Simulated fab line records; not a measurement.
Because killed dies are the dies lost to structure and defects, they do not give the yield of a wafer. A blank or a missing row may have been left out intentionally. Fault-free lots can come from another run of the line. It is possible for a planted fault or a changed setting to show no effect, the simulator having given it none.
Which tool was responsible?    flow n5_finfet    20 lots with 60 wafers sampled at 5 steps, on a route of 1938 steps

== WHAT THE GAUGES READ, wafer by wafer ==
N5_BEOL_M11_INSPECT_58: inspects for defects (darkfield).
lot   measured      on                 raw_defect_count
L074  day 10 02:21  defect_inspect-01  86 73 60
L075  day 10 11:19  defect_inspect-01  41 54 40
L078  day 11 03:29  defect_inspect-01  60 59 59
L077  day 11 03:51  defect_inspect-02  47 60 49
L076  day 11 06:11  defect_inspect-01  98 66 73
L079  day 11 06:28  defect_inspect-01  52 38 64
L080  day 11 16:51  defect_inspect-01  73 37 79
L082  day 12 09:47  defect_inspect-01  35 45 55
L085  day 13 09:25  defect_inspect-02  59 55 64
L087  day 13 15:20  defect_inspect-01  88 66 61
L088  day 14 00:19  defect_inspect-02  108 99 117
L089  day 14 01:43  defect_inspect-02  67 57 76
L086  day 14 01:54  defect_inspect-01  64 53 55
L090  day 14 19:16  defect_inspect-01  52 64 60
L091  day 15 06:30  defect_inspect-02  126 71 59
L093  day 15 08:41  defect_inspect-01  43 40 43
L092  day 15 11:29  defect_inspect-02  67 82 51
L095  day 15 15:52  defect_inspect-01  70 36 50
L094  day 15 18:05  defect_inspect-01  49 78 110
L096  day 16 00:01  defect_inspect-01  46 52 51

== WHAT TOOL EACH LOT RAN ON (gives the tool, then ch and the chambers of the sampled wafers, and finally the start) ==
lot   N5_BEOL_M11_DESCUM_33               N5_BEOL_M11_ETCH_65                 N5_BEOL_M11_ETCH_41                            N5_BEOL_M11_ANNEAL_51
L074  rie_diel-05 ch 0,3, day 9 21:34     rie_diel-05 ch 0,3, day 9 21:36     rie_diel-05 ch 0,3, day 10 01:37 or earlier    rtp_anneal-02 ch 0, day 10 01:37
L075  rie_diel-05 ch 2,3, day 10 06:34    rie_diel-05 ch 2,3, day 10 06:36    rie_diel-05 ch 2,3, day 10 10:32 or earlier    rtp_anneal-02 ch 0, day 10 10:32
L078  rie_diel-03 ch 0,1, day 10 23:34    rie_diel-03 ch 0,1, day 10 23:37    rie_diel-03 ch 0,1, day 11 02:45 or earlier    rtp_anneal-01 ch 0, day 11 02:45
L077  rie_diel-03 ch 0,1,3, day 11 00:02  rie_diel-03 ch 0,1,3, day 11 00:04  rie_diel-03 ch 0,1,3, day 11 03:09 or earlier  rtp_anneal-02 ch 0, day 11 03:09
L076  rie_diel-03 ch 0,1,3, day 11 01:52  rie_diel-03 ch 0,1,3, day 11 01:54  rie_diel-03 ch 0,1,3, day 11 05:27 or earlier  rtp_anneal-02 ch 0, day 11 05:27
L079  rie_diel-04 ch 0,1,2, day 11 02:20  rie_diel-04 ch 0,1,2, day 11 02:22  rie_diel-04 ch 0,1,2, day 11 05:43 or earlier  rtp_anneal-02 ch 0, day 11 05:43
L080  rie_diel-03 ch 1,3, day 11 13:26    rie_diel-03 ch 1,3, day 11 13:28    rie_diel-03 ch 1,3, day 11 16:08 or earlier    rtp_anneal-01 ch 0, day 11 16:08
L082  rie_diel-05 ch 0,1,3, day 12 06:08  rie_diel-05 ch 0,1,3, day 12 06:10  rie_diel-05 ch 0,1,3, day 12 09:02 or earlier  rtp_anneal-02 ch 0, day 12 09:02
L085  rie_diel-05 ch 0,2,3, day 13 06:40  rie_diel-05 ch 0,2,3, day 13 06:42  rie_diel-05 ch 0,2,3, day 13 08:44 or earlier  rtp_anneal-02 ch 0, day 13 08:44
L087  rie_diel-03 ch 0,2,3, day 13 12:42  rie_diel-03 ch 0,2,3, day 13 12:44  rie_diel-03 ch 0,2,3, day 13 14:35 or earlier  rtp_anneal-02 ch 0, day 13 14:35
L088  rie_diel-04 ch 0,1,2, day 13 21:17  rie_diel-04 ch 0,1,2, day 13 21:19  rie_diel-04 ch 0,1,2, day 13 23:40 or earlier  rtp_anneal-01 ch 0, day 13 23:40
L089  rie_diel-03 ch 0,1,2, day 13 21:49  rie_diel-03 ch 0,1,2, day 13 21:51  rie_diel-03 ch 0,1,2, day 14 00:53 or earlier  rtp_anneal-02 ch 0, day 14 00:53
L086  rie_diel-05 ch 0,3, day 13 22:19    rie_diel-05 ch 0,3, day 13 22:20    rie_diel-05 ch 0,3, day 14 01:14 or earlier    rtp_anneal-02 ch 0, day 14 01:14
L090  rie_diel-05 ch 0,1, day 14 15:24    rie_diel-05 ch 0,1, day 14 15:26    rie_diel-05 ch 0,1, day 14 18:34 or earlier    rtp_anneal-01 ch 0, day 14 18:34
L091  rie_diel-05 ch 1,2,3, day 15 03:13  rie_diel-05 ch 1,2,3, day 15 03:15  rie_diel-05 ch 1,2,3, day 15 05:46 or earlier  rtp_anneal-01 ch 0, day 15 05:46
L093  rie_diel-03 ch 0,2,3, day 15 05:29  rie_diel-03 ch 0,2,3, day 15 05:31  rie_diel-03 ch 0,2,3, day 15 07:56 or earlier  rtp_anneal-01 ch 0, day 15 07:56
L092  rie_diel-05 ch 1,2, day 15 08:32    rie_diel-05 ch 1,2, day 15 08:34    rie_diel-05 ch 1,2, day 15 10:45 or earlier    rtp_anneal-01 ch 0, day 15 10:45
L095  rie_diel-04 ch 1,2,3, day 15 12:56  rie_diel-04 ch 1,2,3, day 15 12:58  rie_diel-04 ch 1,2,3, day 15 15:07 or earlier  rtp_anneal-02 ch 0, day 15 15:07
L094  rie_diel-04 ch 1,3, day 15 15:17    rie_diel-04 ch 1,3, day 15 15:19    rie_diel-04 ch 1,3, day 15 17:23 or earlier    rtp_anneal-02 ch 0, day 15 17:23
L096  rie_diel-03 ch 0,2, day 15 19:39    rie_diel-03 ch 0,2, day 15 19:41    rie_diel-03 ch 0,2, day 15 23:16 or earlier    rtp_anneal-01 ch 0, day 15 23:16
- N5_BEOL_M11_DESCUM_33: chemistry O2, time 7.9 s.
- N5_BEOL_M11_ETCH_65: etches SiARC in CF4, target depth 39 nm, time 65 s.
- N5_BEOL_M11_ETCH_41: etches SiCN in CH3F/O2, target depth 42.6 nm, time 86 s.
- N5_BEOL_M11_ANNEAL_51: time 90 s.

== WHAT THE TOOLS THEMSELVES READ (means of the sampled wafers that have a number; where no wafer has one, the mark that the record gives instead) ==
N5_BEOL_M11_DESCUM_33.
lot   tool         chamber_pressure_mTorr (mTorr)  drypump_motor_current_A (A)  oes_product_au (a.u.)  rf_vpp_V (V)  showerhead_plenum_p_Torr (Torr)  throttle_valve_pct (%)
L074  rie_diel-05  20.005                          5.87                         0.70                   241.4         2.04                             20.79
L075  rie_diel-05  20.016                          5.94                         0.78                   242.5         2.07                             20.62
L078  rie_diel-03  20.011                          5.80                         0.73                   242.2         2.03                             20.63
L077  rie_diel-03  20.017                          5.87                         0.79                   242.9         2.10                             20.49
L076  rie_diel-03  19.999                          5.88                         0.79                   243.8         2.10                             20.49
L079  rie_diel-04  19.977                          5.73                         0.82                   242.7         2.08                             20.26
L080  rie_diel-03  20.003                          5.73                         0.86                   244.1         2.15                             20.29
L082  rie_diel-05  20.008                          5.82                         0.88                   242.5         2.04                             20.44
L085  rie_diel-05  20.006                          5.87                         0.83                   242.8         2.09                             20.62
L087  rie_diel-03  19.998                          5.92                         0.77                   243.6         2.16                             20.57
L088  rie_diel-04  20.012                          5.72                         0.79                   242.5         2.07                             20.29
L089  rie_diel-03  19.996                          5.85                         0.72                   243.6         2.08                             20.70
L086  rie_diel-05  19.995                          5.92                         0.78                   241.0         2.01                             20.61
L090  rie_diel-05  20.002                          5.77                         0.92                   243.2         2.05                             20.43
L091  rie_diel-05  19.986                          5.83                         0.82                   243.5         2.09                             20.51
L093  rie_diel-03  20.012                          5.93                         0.76                   244.5         2.15                             20.58
L092  rie_diel-05  20.016                          5.72                         0.88                   243.2         2.11                             20.37
L095  rie_diel-04  19.992                          5.94                         0.79                   242.9         2.10                             20.39
L094  rie_diel-04  20.003                          6.15                         0.74                   243.8         2.05                             20.60
L096  rie_diel-03  19.993                          5.91                         0.71                   243.5         2.14                             20.75

N5_BEOL_M11_ETCH_65.
lot   tool         bias_w (W)  chamber_pressure_mTorr (mTorr)  drypump_motor_current_A (A)  etch_rf_on_time_s (s)  oes_product_au (a.u.)  rf_vpp_V (V)  showerhead_plenum_p_Torr (Torr)  throttle_valve_pct (%)
L074  rie_diel-05  35.98       39.98                           5.87                         65.7                   0.60                   183.4         2.09                             15.98
L075  rie_diel-05  36.13       40.00                           5.94                         65.3                   0.66                   183.4         2.12                             15.78
L078  rie_diel-03  36.01       40.01                           5.80                         64.9                   0.62                   182.5         2.08                             15.85
L077  rie_diel-03  36.14       40.00                           5.88                         64.6                   0.69                   183.5         2.15                             15.66
L076  rie_diel-03  35.96       40.03                           5.86                         65.1                   0.68                   183.2         2.15                             15.67
L079  rie_diel-04  36.01       39.97                           5.71                         65.8                   0.69                   183.6         2.14                             15.47
L080  rie_diel-03  35.97       39.98                           5.71                         64.4                   0.75                   185.3         2.20                             15.46
L082  rie_diel-05  35.98       40.04                           5.83                         64.8                   0.74                   183.1         2.09                             15.59
L085  rie_diel-05  36.00       39.98                           5.87                         63.8                   0.71                   183.5         2.14                             15.74
L087  rie_diel-03  36.03       40.04                           5.90                         64.4                   0.66                   184.0         2.19                             15.68
L088  rie_diel-04  36.05       40.02                           5.73                         65.5                   0.67                   183.2         2.13                             15.51
L089  rie_diel-03  36.04       40.00                           5.83                         65.4                   0.60                   184.0         2.12                             15.87
L086  rie_diel-05  36.08       40.03                           5.93                         65.2                   0.67                   183.2         2.07                             15.79
L090  rie_diel-05  35.96       39.99                           5.77                         64.3                   0.78                   184.5         2.10                             15.52
L091  rie_diel-05  35.99       40.00                           5.82                         64.9                   0.69                   184.1         2.13                             15.66
L093  rie_diel-03  36.00       40.02                           5.92                         65.3                   0.65                   185.0         2.19                             15.70
L092  rie_diel-05  35.98       40.03                           5.71                         63.9                   0.75                   184.7         2.16                             15.46
L095  rie_diel-04  36.06       39.99                           5.94                         65.8                   0.66                   184.1         2.15                             15.60
L094  rie_diel-04  35.95       39.99                           6.16                         66.1                   0.62                   183.3         2.10                             15.82
L096  rie_diel-03  36.04       39.99                           5.90                         65.6                   0.60                   184.2         2.17                             15.87

N5_BEOL_M11_ETCH_41.
lot   tool         bias_w (W)  chamber_pressure_mTorr (mTorr)  drypump_motor_current_A (A)  oes_product_au (a.u.)  rf_vpp_V (V)  showerhead_plenum_p_Torr (Torr)  throttle_valve_pct (%)
L074  rie_diel-05  75.11       29.989                          5.87                         0.70                   296.4         1.96                             16.71
L075  rie_diel-05  74.97       30.028                          5.93                         0.77                   297.5         1.99                             16.55
L078  rie_diel-03  75.07       30.006                          5.82                         0.72                   295.7         1.94                             16.52
L077  rie_diel-03  74.99       29.993                          5.87                         0.79                   297.5         2.01                             16.38
L076  rie_diel-03  75.08       29.991                          5.86                         0.80                   297.6         2.01                             16.38
L079  rie_diel-04  74.96       30.001                          5.70                         0.81                   296.1         2.00                             16.21
L080  rie_diel-03  75.01       30.004                          5.73                         0.87                   298.3         2.06                             16.20
L082  rie_diel-05  74.91       29.976                          5.81                         0.88                   296.8         1.95                             16.33
L085  rie_diel-05  74.77       30.012                          5.86                         0.82                   296.4         2.00                             16.50
L087  rie_diel-03  74.77       29.982                          5.93                         0.77                   299.0         2.05                             16.41
L088  rie_diel-04  75.03       30.000                          5.73                         0.79                   296.3         1.99                             16.23
L089  rie_diel-03  74.83       30.002                          5.86                         0.71                   297.6         1.98                             16.56
L086  rie_diel-05  74.87       29.994                          5.93                         0.78                   295.6         1.93                             16.55
L090  rie_diel-05  75.08       30.022                          5.77                         0.92                   296.4         1.96                             16.25
L091  rie_diel-05  75.01       29.992                          5.83                         0.80                   296.5         2.00                             16.41
L093  rie_diel-03  74.98       29.974                          5.92                         0.76                   298.1         2.05                             16.42
L092  rie_diel-05  75.10       29.974                          5.72                         0.88                   297.1         2.02                             16.21
L095  rie_diel-04  74.92       29.994                          5.94                         0.77                   297.1         2.01                             16.34
L094  rie_diel-04  74.94       30.004                          6.15                         0.73                   296.2         1.96                             16.53
L096  rie_diel-03  74.97       30.011                          5.89                         0.70                   298.4         2.02                             16.56

N5_BEOL_M11_ANNEAL_51.
lot   tool           wafer_temp_C_max
L074  rtp_anneal-02  226.27
L075  rtp_anneal-02  225.98
L078  rtp_anneal-01  226.19
L077  rtp_anneal-02  226.07
L076  rtp_anneal-02  226.06
L079  rtp_anneal-02  226.10
L080  rtp_anneal-01  226.09
L082  rtp_anneal-02  226.35
L085  rtp_anneal-02  226.27
L087  rtp_anneal-02  226.13
L088  rtp_anneal-01  226.19
L089  rtp_anneal-02  226.08
L086  rtp_anneal-02  226.36
L090  rtp_anneal-01  226.29
L091  rtp_anneal-01  226.18
L093  rtp_anneal-01  226.27
L092  rtp_anneal-01  226.03
L095  rtp_anneal-02  226.27
L094  rtp_anneal-02  225.86
L096  rtp_anneal-01  226.05

== THE ANSWER, worked out from the rows above alone ==
Rule: the lots themselves supply what counts as usual. The widest of any qualifying gaps counts: lots, ordered by their means at a reading, are off when they make up no more than a third of the lots, leave a main group of 4 or more, and stand apart from it by 3 or more times the standard deviation of that group's means. A main group whose means are all the same, to the digits that the tables above print for the reading, isn't used. A lot without any number at a reading at which 4 lots or more have one is off too. The other lots that the step has rows for count as sound. After the gauges, taken in route order, come the tools' own readings; for these a lot's mean is taken, as printed above. At the first step where some lot is off, the reading lying furthest off is the one used; lots without a number count as furthest.
No lot is off at any reading shown: from this, nothing can be told.

== WHAT WAS PUT IN BY THE SIMULATOR ==
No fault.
